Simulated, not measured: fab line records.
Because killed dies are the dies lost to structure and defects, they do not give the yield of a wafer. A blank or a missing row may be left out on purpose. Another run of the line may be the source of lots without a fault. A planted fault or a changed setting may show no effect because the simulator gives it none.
fab line records    flow n5-finfet
[record] lots = 9  wafers = 26  last-day = 18
route steps=1938 shown ZERO_LAYER@4 PMOS_HMC_CHANNEL_EPI@71 BEOL_M4@1111
lots with no fault: from the same line, run without faults
start-h: hours from the record's first day to the start of the lot's first wafer shown    wait-h: hours elapsed since this lot's preceding step    " the same as in the row above    L1.1+2: several wafers, shown together as one row    - no value present, or no start provided    * or withheld: withheld    < > ~ a bound
route shown NAME@n: names a module that has steps shown in the file, with the first one's number in the route    usual: mean/standard deviation of fault-free wafers    same: alike in all rows    chamber/n: place in a boat    sites: per-site readings    _std_site: standard deviation across them    _edge_site: outer sites' mean less inner sites'    radius-mm: how far each site lies from the wafer's centre    mask NAME#n: copy n    behind: the last tool/chamber to shape the wafer    hold: the reason the lot was held/the length of the hold in hours/how it ended    device: transistor that didn't switch, given as n, p or np    end of line: the route-end tests of the same wafers    a step with no rows: only its recipe    killed: not the wafer's yield, but the dies lost to structure and defects at the first sort    map: the dies of a wafer, with x for killed, . for not killed, _ for no die there
set.NAME: setting as actually run; set.NAME@STEP: the setting as run at that earlier step    model.NAME: the simulator's own value behind a step, which no gauge read
the route's steps for a sample of lots (tables are steps, rows are wafers)
services: the hour from which a tool's chamber was out of use, counted from the record's first day as start-h (under 0 if before that day), plus the number of hours and why
[[steps]]
[step N5_ZERO_LAYER_PECVD_02]
[recipe] material = SiO2  target-thk-a = 100  temp-c = 400  precursor = SiH4/N2O  pressure-torr = 0.75  rf-w = 275  time-s = 6
[usual] chamber-pressure-Torr = 0.7504/0.0018  heater-power-outer-w = 471/57  heater-power-w = 759/75  showerhead-plenum-p-Torr = 8.22/0.13  showerhead-vpp-V = 1027/56  time-s = 6/0
lot.wafer  tool      chamber  start-h  wait-h  chamber-pressure-Torr  heater-power-outer-w  heater-power-w  showerhead-plenum-p-Torr  showerhead-vpp-V  time-s
L840.2     pecvd-04  2        12.28    0.0     0.7493                 416                   673             7.99                      1054              6
L840.3     "         1        "        "       0.7485                 465                   762             8.08                      969               6
L840.4     "         2        "        "       0.7463                 434                   666             7.95                      1031              6
L845.2     pecvd-01  1        42.47    0.0     0.7493                 415                   659             8.30                      973               6
L845.4     "         1        "        "       0.7510                 401                   660             8.30                      975               6
L845.6     "         0        "        "       0.7497                 492                   773             8.36                      1058              6
L853.1     pecvd-04  0        90.30    0.0     -                      -                     -               -                         -                 -
L853.3     "         2        "        "       -                      -                     -               -                         -                 -
L853.6     "         1        "        "       -                      -                     -               -                         -                 -
L854.2     pecvd-04  1        96.28    0.0     -                      -                     -               -                         -                 -
L854.3     "         2        "        "       -                      -                     -               -                         -                 -
L854.6     "         0        "        "       -                      -                     -               -                         -                 -
L855.1     pecvd-04  2        102.28   0.0     -                      -                     -               -                         -                 -
L855.2     "         1        "        "       -                      -                     -               -                         -                 -
L855.3     "         0        "        "       -                      -                     -               -                         -                 -
L858.4     pecvd-04  0        120.31   0.1     0.7504                 543                   858             8.09                      986               6
L858.5     "         1        "        "       0.7498                 495                   815             8.07                      979               6
L858.6     "         2        "        "       0.7526                 448                   693             7.99                      1020              6
L860.3     pecvd-01  1        132.28   0.0     0.7499                 403                   672             8.29                      981               6
L860.4     "         1        "        "       0.7467                 415                   681             8.30                      986               6
L860.6     "         2        "        "       0.7512                 448                   721             8.25                      1030              6
L862.1     pecvd-03  2        144.28   0.0     0.7503                 376                   690             8.11                      1212              6
L862.4     "         1        "        "       0.7513                 508                   829             8.40                      1030              6
L862.6     "         0        "        "       0.7492                 515                   839             8.09                      996               6
L863.1     pecvd-01  1        150.28   0.0     0.7504                 446                   702             8.31                      984               6
L863.4     "         2        "        "       0.7507                 442                   756             8.26                      1032              6
[step N5_ZERO_LAYER_STRIP_24]
[recipe] chemistry = O2  power-w = 1000  temp-c = 250  overash-fraction = 0.3  pressure-mtorr = 1000  o2-flow-sccm = 6750
[usual] drypump-motor-current-A = 5.6/0.38  heater-power-w = 376/21  oes-product-au = 0.646/0.0047  strip-time-to-endpoint-s = 43.84/0.087  temp-c = 250.00/0.18
lot.wafer  tool             chamber  start-h  wait-h  drypump-motor-current-A  heater-power-w  oes-product-au  rf-hours-counter-h  strip-time-to-endpoint-s  temp-c
L840.2     plasma-asher-02  1        13.04    0.1     5.4                      362             0.646           25                  43.69                     249.95
L840.3     "                1        "        "       5.4                      360             0.647           -                   43.65                     250.10
L840.4     "                0        "        "       5.6                      374             0.647           -                   43.65                     250.17
L845.2     plasma-asher-01  0        43.21    0.1     5.1                      359             0.645           76                  43.82                     250.07
L845.4     "                1        "        "       6.1                      405             0.654           -                   43.86                     249.93
L845.6     "                0        "        "       5.1                      356             0.647           -                   43.94                     250.13
L853.1     plasma-asher-02  0        91.50    0.1     5.7                      391             0.650           41                  43.67                     249.89
L853.3     "                0        "        "       5.7                      391             0.651           -                   43.74                     249.96
L853.6     "                1        "        "       5.4                      359             0.643           -                   43.64                     249.87
L854.2     plasma-asher-01  1        96.89    0.1     6.2                      408             0.646           86                  43.80                     250.12
L854.3     "                0        "        "       5.1                      358             0.647           -                   43.88                     249.93
L854.6     "                0        "        "       5.1                      365             0.647           -                   43.84                     249.81
L855.1     plasma-asher-02  0        102.89   0.1     5.6                      370             0.656           43                  43.99                     249.86
L855.2     "                1        "        "       5.4                      365             0.643           43                  43.98                     249.93
L855.3     "                1        "        "       5.4                      356             0.644           -                   43.99                     249.78
L858.4     plasma-asher-02  0        120.91   0.1     5.6                      376             0.642           -                   43.80                     249.49
L858.5     "                0        "        "       5.6                      377             0.640           -                   43.75                     249.97
L858.6     "                1        "        "       5.4                      368             0.648           -                   43.81                     249.70
L860.3     plasma-asher-01  0        132.92   0.1     5.1                      355             0.645           -                   43.87                     250.01
L860.4     "                1        "        "       6.2                      412             0.636           -                   43.85                     250.09
L860.6     "                0        "        "       5.1                      359             0.642           -                   43.89                     249.89
L862.1     plasma-asher-01  1        144.89   0.1     6.2                      401             0.643           96                  43.89                     250.06
L862.4     "                0        "        "       5.1                      364             0.649           -                   43.84                     250.08
L862.6     "                0        "        "       5.1                      361             0.641           -                   43.87                     250.03
L863.1     plasma-asher-02  1        151.02   0.1     5.4                      361             0.644           52                  43.91                     249.85
L863.4     "                0        "        "       5.6                      380             0.644           -                   43.79                     250.05
[step N5_PMOS_HMC_CHANNEL_EPI_STRIP_33]
[recipe] chemistry = N2/H2  power-w = 500  temp-c = 40  pressure-mtorr = 50  rf-frequency-hz = 6e+07  overash-fraction = 0.3  bias-power-w = 8  h2-frac = 0.5  n2-flow-sccm = 300  h2-flow-sccm = 300
[usual] drypump-motor-current-A = 5.61/0.28  oes-product-au = 0.76/0.07  power-w = 499.9/1.5  rf-vpp-V = 54.4/1.8  showerhead-plenum-p-Torr = 3.42/0.07  temp-c = 40.00/0.11  throttle-valve-pct = 19.0/0.38
lot.wafer  tool         chamber  start-h  wait-h  drypump-motor-current-A  oes-product-au  power-w  rf-hours-counter-h  rf-vpp-V  showerhead-plenum-p-Torr  temp-c  throttle-valve-pct
L840.2     rie-diel-06  1        17.23    0.0     5.29                     0.71            499.6    220                 57.2      3.45                      40.07   18.6
L840.3     "            0        "        "       5.83                     0.77            498.6    118                 56.6      3.51                      39.75   19.1
L840.4     "            2        "        "       5.56                     0.75            499.4    141                 54.0      3.37                      39.96   18.8
L845.2     rie-diel-06  1        48.21    0.0     5.30                     0.71            501.0    228                 54.4      3.44                      40.07   18.7
L845.4     "            3        "        "       5.37                     0.92            498.2    29                  52.8      3.31                      39.76   19.2
L845.6     "            1        "        "       5.28                     0.69            502.5    -                   55.0      3.44                      40.14   18.7
L853.1     rie-diel-05  1        95.95    0.0     5.33                     0.82            497.9    64                  53.2      3.43                      40.04   18.8
L853.3     "            0        "        "       6.04                     0.78            502.0    144                 52.6      3.50                      40.04   19.1
L853.6     "            2        "        "       5.57                     0.88            497.9    -                   53.0      3.44                      40.00   19.4
L854.2     rie-diel-01  2        101.80   0.0     5.26                     0.69            500.9    203                 54.7      3.33                      40.11   19.0
L854.3     "            1        "        "       5.97                     0.72            502.3    204                 53.4      3.48                      40.27   19.8
L854.6     "            2        "        "       5.26                     0.69            501.4    -                   55.8      3.33                      40.03   19.0
L855.1     rie-diel-05  0        107.38   0.0     6.06                     0.78            500.6    146                 53.4      3.50                      39.85   19.1
L855.2     "            2        "        "       5.55                     0.88            501.8    30                  55.6      3.44                      39.82   19.4
L855.3     "            1        "        "       5.30                     0.83            503.3    66                  50.7      3.43                      40.08   18.8
L858.4     rie-diel-06  1        125.39   0.0     5.30                     0.69            499.0    253                 55.0      3.43                      39.96   18.7
L858.5     "            2        "        "       5.56                     0.72            499.9    -                   51.8      3.35                      39.94   18.8
L858.6     "            1        "        "       5.29                     0.67            499.9    -                   57.1      3.43                      40.17   18.7
L860.3     rie-diel-01  2        137.80   0.0     5.27                     0.69            499.2    216                 57.1      3.33                      40.00   19.0
L860.4     "            2        "        "       5.29                     0.68            500.7    -                   51.0      3.33                      40.12   19.0
L860.6     "            1        "        "       5.96                     0.70            501.1    -                   55.7      3.48                      39.99   19.8
L862.1     rie-diel-05  3        150.26   0.0     5.56                     0.71            501.8    208                 53.4      3.31                      39.96   18.7
L862.4     "            1        "        "       5.30                     0.82            497.4    78                  51.1      3.42                      39.91   18.8
L862.6     "            0        "        "       6.03                     0.77            500.1    -                   53.8      3.49                      40.04   19.1
L863.1     rie-diel-05  1        155.49   0.0     5.29                     0.80            497.4    79                  53.6      3.42                      39.88   18.8
L863.4     "            3        "        "       5.55                     0.71            500.9    209                 53.2      3.31                      40.06   18.7
[step N5_PMOS_HMC_CHANNEL_EPI_EPI_26]
[recipe] material = Si  target-thk-a = 38  temp-c = 650  precursor = SiH4/H2  pressure-torr = 20  time-s = 22.7
[usual] susceptor_temp_C_max = 651.1/0.37  throttle-valve-pct = 11.3/0.34
[same] time-s = 22.7
lot.wafer  tool          chamber  start-h  wait-h  susceptor_temp_C_max  throttle-valve-pct
L840.2     epi-rpcvd-04  0        19.51    0.1     650.4                 10.9
L840.3     "             0        "        "       650.4                 10.9
L840.4     "             0        "        "       650.6                 11.0
L845.2     epi-rpcvd-04  0        51.21    0.1     651.3                 10.5
L845.4     "             0        "        "       651.0                 11.0
L845.6     "             0        "        "       651.0                 11.0
L853.1     epi-rpcvd-04  0        98.20    0.0     650.7                 10.9
L853.3     "             0        "        "       651.0                 10.7
L853.6     "             0        "        "       650.9                 10.9
L854.2     epi-rpcvd-01  0        104.10   0.1     651.4                 11.7
L854.3     "             0        "        "       651.2                 11.5
L854.6     "             0        "        "       650.4                 11.4
L855.1     epi-rpcvd-02  0        110.01   0.0     651.7                 11.7
L855.2     "             0        "        "       650.6                 11.7
L855.3     "             0        "        "       651.4                 11.6
L858.4     epi-rpcvd-04  0        127.87   0.2     651.5                 10.8
L858.5     "             0        "        "       651.3                 11.0
L858.6     "             0        "        "       650.8                 11.1
L860.3     epi-rpcvd-04  0        140.13   0.1     651.2                 11.0
L860.4     "             0        "        "       650.6                 11.1
L860.6     "             0        "        "       650.4                 11.0
L862.1     epi-rpcvd-04  0        152.51   0.0     651.4                 11.4
L862.4     "             0        "        "       651.1                 11.2
L862.6     "             0        "        "       651.4                 11.0
L863.1     epi-rpcvd-04  0        157.74   0.0     650.7                 11.4
L863.4     "             0        "        "       651.2                 11.0
[step N5_BEOL_M4_RC_MEAS_101]
[usual] CJ_N = 4.32/0.07  CJ_P = 5.79/0.18  DIBL_N = 35.8/1.5  DIBL_P = 35.9/1.8  IOFF_N = 0.152/0.025  IOFF_P = 0.21/0.031  ION_N = 672/11  ION_P = 462/7.4  RS_NWELL = 1037/6.6  RS_PWELL = 3004/27  SS_N = 71.5/0.52  SS_P = 73.2/0.54  VT_N = 250/3  VT_P = -250/3.3
lot.wafer  tool       chamber  start-h  wait-h  CJ_N  CJ_P  DIBL_N[mV/V]  DIBL_P[mV/V]  IOFF_N[nA/um]  IOFF_P[nA/um]  ION_N[uA/um]  ION_P[uA/um]  RS_NWELL[ohm/sq]  RS_PWELL[ohm/sq]  SS_N[mV/dec]  SS_P[mV/dec]  VT_N[mV]  VT_P[mV]
L840.2     prober-02  0        172.02   0.2     4.35  5.66  37.7          37.6          0.168          0.25           681           470           1036              2963              71.9          73.4          250       -247
L840.3     "          0        "        "       4.29  5.46  35.8          35.2          0.146          0.20           669           463           1026              2985              71.5          73.2          250       -248
L840.4     "          0        "        "       4.28  5.65  35.6          36.1          0.145          0.22           672           472           1042              3017              71.4          72.5          251       -248
L845.2     prober-02  0        202.37   0.2     4.29  5.96  36.1          34.1          0.143          0.20           678           465           1035              3005              71.3          73.3          251       -249
L845.4     "          0        "        "       4.37  5.58  36.7          34.2          0.153          0.20           659           449           1040              3005              71.6          73.1          249       -247
L845.6     "          0        "        "       4.25  5.98  36.1          35.3          0.155          0.22           664           461           1042              3025              70.4          73.9          248       -247
L853.1     prober-02  0        244.23   0.0     3.37  4.56  34.3          33.3          0.123          0.18           661           462           1016              2810              71.2          73.1          251       -252
L853.3     "          0        "        "       3.53  4.80  34.7          33.8          0.140          0.20           658           457           1025              2841              71.1          73.1          251       -251
L853.6     "          0        "        "       3.44  4.56  35.1          34.2          0.133          0.19           668           456           1015              2824              71.9          73.3          253       -251
L854.2     prober-01  0        246.47   0.2     3.50  4.90  35.3          35.0          0.148          0.20           680           465           1028              2813              71.8          73.0          249       -252
L854.3     "          0        "        "       3.48  4.86  36.1          35.8          0.153          0.21           670           466           1023              2820              72.0          73.2          252       -250
L854.6     "          0        "        "       3.51  4.93  36.4          36.9          0.176          0.23           681           468           1014              2876              72.1          73.9          247       -248
L855.1     prober-02  0        261.63   0.0     3.43  4.89  35.6          36.6          0.150          0.21           678           463           1018              2865              71.7          73.6          250       -251
L855.2     "          0        "        "       3.48  4.73  39.3          40.4          0.217          0.28           690           477           1021              2830              72.5          74.1          245       -246
L855.3     "          0        "        "       3.52  4.91  36.3          36.3          0.153          0.22           661           458           1012              2870              72.1          73.1          250       -250
L858.4     prober-02  0        271.90   0.5     4.39  5.72  35.5          37.1          0.182          0.24           682           460           1044              2993              71.9          73.3          247       -247
L858.5     "          0        "        "       4.32  5.97  34.3          37.2          0.175          0.24           694           471           1028              2957              71.1          72.5          245       -250
L858.6     "          0        "        "       4.32  5.63  34.1          36.0          0.154          0.21           675           460           1041              2963              71.2          72.7          250       -248
L860.3     prober-01  0        289.49   0.3     4.26  5.75  34.0          34.4          0.141          0.21           664           463           1036              3030              72.0          73.1          252       -247
L860.4     "          0        "        "       4.24  5.56  33.5          34.2          0.127          0.20           648           457           1033              3024              70.8          72.4          253       -247
L860.6     "          0        "        "       4.34  5.81  34.8          36.0          0.159          0.24           689           473           1046              3034              71.4          73.4          249       -246
L862.1     prober-01  0        303.34   0.0     4.29  5.65  36.0          35.4          0.146          0.22           676           467           1038              3013              71.5          73.1          251       -249
L862.4     "          0        "        "       4.30  5.76  35.9          35.9          0.154          0.23           678           466           1049              3011              71.8          73.0          246       -248
L862.6     "          0        "        "       4.33  5.52  35.4          35.1          0.144          0.21           693           468           1042              3044              71.3          72.4          251       -248
L863.1     prober-02  0        321.00   0.0     4.29  5.76  35.6          35.7          0.151          0.21           666           465           1040              2944              71.9          73.4          251       -251
L863.4     "          0        "        "       4.30  5.60  35.0          34.9          0.137          0.19           675           472           1037              2977              71.3          72.8          256       -253
[[services]]
tool             chamber  start-h  hours  kind
pecvd-04         0        -6.65    3.2    repair
epi-rpcvd-01     -        1.70     1.7    repair
pecvd-01         -        19.64    0.6    repair
pecvd-01         0        21.34    11.6   repair
pecvd-04         0        33.33    4.7    repair
rie-diel-01      0        35.29    4.0    repair
pecvd-04         2        40.96    6.3    repair
plasma-asher-02  -        63.86    1.7    repair
epi-rpcvd-01     -        70.08    28.1   pm
pecvd-04         -        73.03    0.2    repair
rie-diel-05      1        73.51    5.2    repair
plasma-asher-02  -        78.70    2.8    pm
plasma-asher-01  -        85.79    3.2    repair
pecvd-01         0        98.32    30.1   repair
epi-rpcvd-01     -        120.76   0.2    repair
pecvd-04         -        127.46   1.1    repair
rie-diel-06      1        130.63   9.8    repair
rie-diel-06      1        140.64   -      clean
rie-diel-06      1        140.64   -      consumable-replace:focus-ring
rie-diel-06      1        140.64   25.2   scheduled-down
pecvd-04         1        141.84   5.4    repair
epi-rpcvd-02     -        142.20   8.1    pm
rie-diel-06      2        149.71   12.8   repair
pecvd-03         -        157.40   0.8    pm
[[key]]
[first-sign] step = N5_ZERO_LAYER_PECVD_02  reading = tool-record  direction = missing
[effect] step = N5_BEOL_M4_RC_MEAS_101  reading = CJ_N  direction = down  sigmas = 12  usual = 4.32  struck = 3.47
[effect] step = N5_BEOL_M4_RC_MEAS_101  reading = RS_PWELL  direction = down  sigmas = 6.1  usual = 3004  struck = 2839
[effect] step = N5_BEOL_M4_RC_MEAS_101  reading = CJ_P  direction = down  sigmas = 5.5  usual = 5.79  struck = 4.79
[effect] step = N5_BEOL_M4_RC_MEAS_101  reading = RS_NWELL  direction = down  sigmas = 2.8  usual = 1037  struck = 1019
met-at N5_ZERO_LAYER_PECVD_02
struck-lots L853,L854,L855
not-acting-at N5_ZERO_LAYER_STRIP_24,N5_PMOS_HMC_CHANNEL_EPI_STRIP_33,N5_PMOS_HMC_CHANNEL_EPI_EPI_26
onset-between 12.28 90.30
[fault] kind = skipped-step-whole  tool = pecvd-04  chamber = -  onset-h = 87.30  steps = N5_ZERO_LAYER_PECVD_02  scope = struck-lots-only
